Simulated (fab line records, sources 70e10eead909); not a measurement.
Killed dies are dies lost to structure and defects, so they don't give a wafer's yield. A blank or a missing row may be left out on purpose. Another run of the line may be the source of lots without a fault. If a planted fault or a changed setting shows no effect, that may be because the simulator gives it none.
Matching of chambers + flow nand_harc + NHARC_A_DECK1_JOINT_CMP_13 on cmp-03: 4 sister chambers
The step polishes, target thk 51.023 nm. 4 wafers are shown with their chamber, then 7 later ones without.

## EACH WAFER AND ITS CHAMBER
| wafer  | chamber | motor_current_A (A) |
|--------|---------|---------------------|
| L258.6 | 0       | 11.4                |
| L265.3 | 2       | 10.7                |
| L269.3 | 3       | 12.1                |
| L269.4 | 1       | 10.8                |

## WAFERS WHOSE CHAMBER IS MISSING
| wafer  | motor_current_A (A) |
|--------|---------------------|
| L269.6 | 10.7                |
| L274.3 | 12.0                |
| L274.4 | 12.0                |
| L274.5 | 11.4                |
| L277.1 | 12.3                |
| L277.4 | 11.7                |
| L277.5 | 11.7                |

## EACH ONE'S CHAMBER
| wafer  | from the rows above     | in truth                   |
|--------|-------------------------|----------------------------|
| L269.6 | can't be placed: 2 or 1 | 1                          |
| L274.3 | 3                       | 3                          |
| L274.4 | 3                       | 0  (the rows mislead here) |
| L274.5 | 0                       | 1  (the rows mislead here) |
| L277.1 | 3                       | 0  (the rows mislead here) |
| L277.4 | can't be placed: 0 or 3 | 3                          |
| L277.5 | can't be placed: 0 or 3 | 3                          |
Placed correctly: 1 of 7. Unplaceable from these rows: 3, with the true chamber sitting among the candidates in 3. Placed wrongly: 3.
How it was worked out, from the rows above alone: a wafer's distance from a chamber is the root of the sum, over the readings, of the square of ((its reading less the chamber's mean) divided by the reading's scatter). If the next closest chamber is less than 2 further off than the closest, the wafer can't be placed; otherwise it belongs to the closest. The mean given for a chamber averages the wafers shown for that chamber. The scatter: root of mean squared gap, hidden wafer to nearest shown wafer, with one shown wafer a chamber.
